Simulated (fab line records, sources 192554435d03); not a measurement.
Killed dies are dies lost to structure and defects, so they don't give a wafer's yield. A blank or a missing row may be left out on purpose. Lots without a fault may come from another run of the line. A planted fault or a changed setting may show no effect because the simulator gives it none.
Split-lot experiment | flow n5_finfet | 7 lots, 21 wafers read, on a route of 1938 steps

THE SPLIT
At N5_BEOL_M7_DESCUM_33 (chemistry O2, time 7 s), the setting time_s was moved away from the recipe's 7 s on 3 of the 21 wafers read, by -21.4% to -7.9%. The other wafers ran this setting at the recipe's value.

The file shows no step between the split and the reading.

THE READING
CAR-EUV_of_BEOL_M7_COAT_22.thk_nm (the simulator's own value, which no gauge read), in nm, at N5_BEOL_M7_ETCH_72 (etches underlayer in N2/H2, target depth 6.5 nm, time 5.2 s). The file gives no usual value for it. The 18 wafers here that ran the recipe average 20.3 nm, standard deviation 0.15 nm.

wafer  | tool, chamber at the split | time_s as run, s | against the recipe | CAR-EUV_of_BEOL_M7_COAT_22.thk_nm, nm | against lot-mates on the recipe
L074.2 | rie_diel-04, 3,2,1         | 7                | recipe             | 20                                    | -
L074.5 | rie_diel-04, 3,2,1         | 7                | recipe             | 20.2                                  | -
L074.6 | rie_diel-04, 3,2,1         | 7                | recipe             | 20.4                                  | -
L082.1 | rie_diel-04, 2             | 7                | recipe             | 20.2                                  | -
L082.5 | rie_diel-04, 2             | 7                | recipe             | 20.2                                  | -
L082.3 | rie_diel-04, 1             | 5.501            | -21.4%             | 21.2                                  | +1.0
L089.2 | rie_diel-04, 0             | 7                | recipe             | 20.4                                  | -
L089.3 | rie_diel-04, 2,0           | 6.447            | -7.9%              | 20.6                                  | +0.2
L089.5 | rie_diel-04, 2,0           | 6.447            | -7.9%              | 20.8                                  | +0.4
L090.3 | rie_diel-06, 3,2,3         | 7                | recipe             | 20.6                                  | -
L090.5 | rie_diel-06, 3,2,3         | 7                | recipe             | 20.4                                  | -
L090.6 | rie_diel-06, 3,2,3         | 7                | recipe             | 20.4                                  | -
L093.1 | rie_diel-04, 3,2,1         | 7                | recipe             | 20.2                                  | -
L093.4 | rie_diel-04, 3,2,1         | 7                | recipe             | 20.4                                  | -
L093.6 | rie_diel-04, 3,2,1         | 7                | recipe             | 20.6                                  | -
L094.1 | rie_diel-02, 3,0,0         | 7                | recipe             | 20.2                                  | -
L094.3 | rie_diel-02, 3,0,0         | 7                | recipe             | 20.2                                  | -
L094.4 | rie_diel-02, 3,0,0         | 7                | recipe             | 20.4                                  | -
L097.1 | rie_diel-02, 3             | 7                | recipe             | 20.4                                  | -
L097.4 | rie_diel-02, 2,0           | 7                | recipe             | 20.4                                  | -
L097.3 | rie_diel-02, 2,0           | 7                | recipe             | 20.2                                  | -
Where a row lists several chambers, the file gives one row for several wafers and doesn't say which wafer went through which chamber.

THE FIT
A straight line over all 21 wafers: CAR-EUV_of_BEOL_M7_COAT_22.thk_nm changes by -0.0423 nm for each +1% of time_s; r = -0.82; the points scatter about the line by 0.15 nm.
The same after taking each lot's own level away (the mean of its wafers on the recipe; 21 wafers): -0.0451 nm for each +1%; r = -0.89; scatter 0.12 nm.
On that fit, the largest move of time_s shifts the reading by 0.97 nm.
The lots' own levels span 20.20 to 20.47 nm, that is 1.8 times the standard deviation above.
So the lot-to-lot level changes the slope little: the two slopes agree.
Check: with one of the wafers moved furthest among these (-21.4%) left out of the fit, the line predicts +0.813 nm for it against its lot-mates. It came out at +1 nm against them.

THE WHOLE CHAIN: every reading that the file lists as answering this split, in the file's order
step                 | what it does                                                | reading                                                                            | change (the file's fit)                | r (the file's)
N5_BEOL_M7_DESCUM_33 | chemistry O2, time 7 s                                      | CAR-EUV_of_BEOL_M7_COAT_22.thk_nm (the simulator's own value, which no gauge read) | -0.0389 nm for each +1% of the setting | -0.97
N5_BEOL_M7_ETCH_72   | etches underlayer in N2/H2, target depth 6.5 nm, time 5.2 s | CAR-EUV_of_BEOL_M7_COAT_22.thk_nm (the simulator's own value, which no gauge read) | -0.0457 nm for each +1% of the setting | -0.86

THE FILE'S OWN FIT
CAR-EUV_of_BEOL_M7_COAT_22.thk_nm changes by -0.0457 nm for each +1% of time_s, r = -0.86.
